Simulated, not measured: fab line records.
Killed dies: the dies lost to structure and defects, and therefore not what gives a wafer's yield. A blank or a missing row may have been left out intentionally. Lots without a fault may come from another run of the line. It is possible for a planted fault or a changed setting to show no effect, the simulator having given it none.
Struck lot and sound lot, side by side || flow n5-finfet || 15 out of 1938 route steps
Sound: wafers L218.1, L218.3, L218.6. The struck wafers were L230.3, L230.4, L230.5. The cause is given at the end.
For every step that has rows: the tool of each side, followed by ch and its chambers, followed by its first start. Under that, the readings that differ: sound wafers || struck wafers || difference of the means || sigmas: that difference in standard deviations of wafers without a fault.
alike: same words and numbers on both sides, and readings whose means sit less than 2 such deviations apart. not compared: any withheld reading, any reading some wafer has no value for, any bound like >300 that may hide the same value, and any number with overlapping values for which the record gives no deviation.
The two part at a step that has a row with sigmas, a row that says differs or no value, or rows on one side only. When numbers do not overlap yet have no deviation, they are printed without sigmas and do not part them. A reading missing from all wafers of one side parts the sides only when that side holds two or more wafers.

first, 10 steps without rows for these wafers: N5_FIN_CUT_DESCUM_13 (chemistry O2, time 7 s); N5_FIN_CUT_ETCH_30 (etches underlayer in N2/H2, target depth 13 nm, time 10.4 s); N5_FIN_CUT_ETCH_20 (etches SiARC in CF4, target depth 26 nm, time 43.3 s); N5_FIN_CUT_ETCH_21 (etches SOC in N2/H2, target depth 219 nm, overetch 43.8 nm, time 523.5 s); N5_FIN_CUT_STRIP_23 (strips in N2/H2); N5_FIN_CUT_STRIP_31 (strips in N2/H2); N5_FIN_CUT_STRIP_24 (strips in CF4); N5_FIN_CUT_CUT_ETCH_26 (etches SiNx in CH3F/O2, target depth 39 nm, time 55.7 s); N5_FIN_CUT_CUT_ETCH_27 (etches SiO2 in CHF3/O2, target depth 4 nm, overetch 2 nm, time 4.9 s); N5_FIN_CUT_PRECLEAN_35 (cleans in vHF, time 13.3 s).
N5_FIN_CUT_CUT_ETCH_15: etches Si in HBr/Cl2/O2, target depth 100 nm, bt time 10 s, time 42.4 s.
  sound on rie-si-05 ch 1,2,3, day 2 15:36; struck on rie-si-04 ch 2,3, day 5 15:07
  no value came back on the struck wafers for any of 6 readings (HBr_flow_sccm (sccm), O2_flow_sccm (sccm) and others); on the sound wafers HBr_flow_sccm (sccm) reads 150.3 149.6 149.8
{"reading": "model.SOC_of_FIN_CUT_COAT_18.thk-nm (nm)", "sound": "171.8 170.8 173.8", "struck": "209.2 208 208.6", "difference": "+36.5", "sigmas": ""}
  not compared: rf-hours-counter-h
N5_FIN_CUT_CUT_ETCH_28: etches Si in HBr/Cl2/O2, target depth 6 nm, time 2.4 s.
  sound on rie-si-05 ch 1,2,3, day 2 15:39; struck on rie-si-04 ch 2,3, day 5 15:10
{"reading": "model.SOC_of_FIN_CUT_COAT_18.thk-nm (nm)", "sound": "170.2 169.2 172", "struck": "207.4 206.2 206.8", "difference": "+36.3", "sigmas": ""}
  alike: HBr_flow_sccm, O2_flow_sccm, drypump-motor-current-A, mfc-cl2-sccm, oes-product-au, throttle-valve-pct
  not compared: rf-hours-counter-h
then, 1 step without rows for these wafers: N5_FIN_CUT_STRIP_22 (strips in N2/H2).
N5_BEOL_M4_RC_MEAS_101:
  the record has rows for the sound wafers here (prober-02 ch 0, day 10 07:56) and none for the struck ones
-- here the record skips 12 days between the struck wafers' starts before and after, leaving off in module BEOL_M4 and picking up in module PASSIVATION (first step shown: number 1936 of the route) --
N5_PASSIVATION_PROBE_49:
  only the struck wafers here have rows in the record (prober-01, day 17 16:37); the sound ones have none

== WHERE THEY PART ==
Earliest at N5_FIN_CUT_CUT_ETCH_15; latest, in this record, at N5_PASSIVATION_PROBE_49.

WHY: what the simulator had put in
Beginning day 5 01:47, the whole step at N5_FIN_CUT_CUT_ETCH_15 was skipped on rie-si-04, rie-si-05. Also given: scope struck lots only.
